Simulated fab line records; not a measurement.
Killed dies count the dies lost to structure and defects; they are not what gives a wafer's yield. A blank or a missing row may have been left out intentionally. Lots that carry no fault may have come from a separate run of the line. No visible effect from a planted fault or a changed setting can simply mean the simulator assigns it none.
Chamber matching | flow n5Finfet | N5_BEOL_M7_ETCH_62 on rieDiel-02 has 4 sister chambers
The step etches SOC in N2/H2, target depth 110 nm, overetch 22 nm, time 165 s. 8 wafers are shown with their chamber, then 12 later ones without.

## WAFERS PAIRED WITH THEIR CHAMBERS
wafer  | chamber | drypumpMotorCurrentA (A) | showerheadPlenumPTorr (Torr)
L082.1 | 1       | 6.4                      | 2.65
L085.6 | 2       | 6.6                      | 2.46
L084.2 | 0       | 5.4                      | 2.57
L084.4 | 2       | 6.5                      | 2.46
L084.5 | 3       | 6.8                      | 2.47
L089.1 | 0       | 5.4                      | 2.57
L089.2 | 3       | 6.8                      | 2.46
L089.4 | 1       | 6.4                      | 2.65

## WAFERS WITHOUT THEIR CHAMBER
wafer  | drypumpMotorCurrentA (A) | showerheadPlenumPTorr (Torr)
L088.1 | 5.4                      | 2.57
L088.2 | 6.5                      | 2.46
L088.5 | 5.4                      | 2.57
L091.1 | 6.8                      | 2.46
L091.2 | 6.4                      | 2.64
L091.4 | 6.8                      | 2.46
L093.1 | 6.8                      | 2.46
L093.2 | 6.4                      | 2.64
L093.3 | 5.4                      | 2.57
L093.4 | 6.5                      | 2.45
L093.5 | 6.5                      | 2.45
L093.6 | 6.4                      | 2.64

## CHAMBER TAKEN BY EACH
wafer  | from the rows above | in truth
L088.1 | 0                   | 0
L088.2 | 2                   | 2
L088.5 | 0                   | 0
L091.1 | 3                   | 3
L091.2 | 1                   | 1
L091.4 | 3                   | 3
L093.1 | 3                   | 3
L093.2 | 1                   | 1
L093.3 | 0                   | 0
L093.4 | 2                   | 2
L093.5 | 2                   | 2
L093.6 | 1                   | 1
Correctly placed: 12 of 12. From these rows, 0 cannot be placed. Placed wrongly: 0.
How it was worked out, from the rows above alone: a wafer's distance from a chamber is the root of the sum, over the readings, of the square of ((its reading less the chamber's mean) divided by the reading's scatter). If the next closest chamber is less than 2 further off than the closest, the wafer can't be placed; otherwise it belongs to the closest. Each chamber's mean is taken over the wafers shown for it. The scatter is the square root of a quotient: the sum, over the shown wafers, of each reading's squared deviation from its chamber's mean, divided by wafers minus chambers.
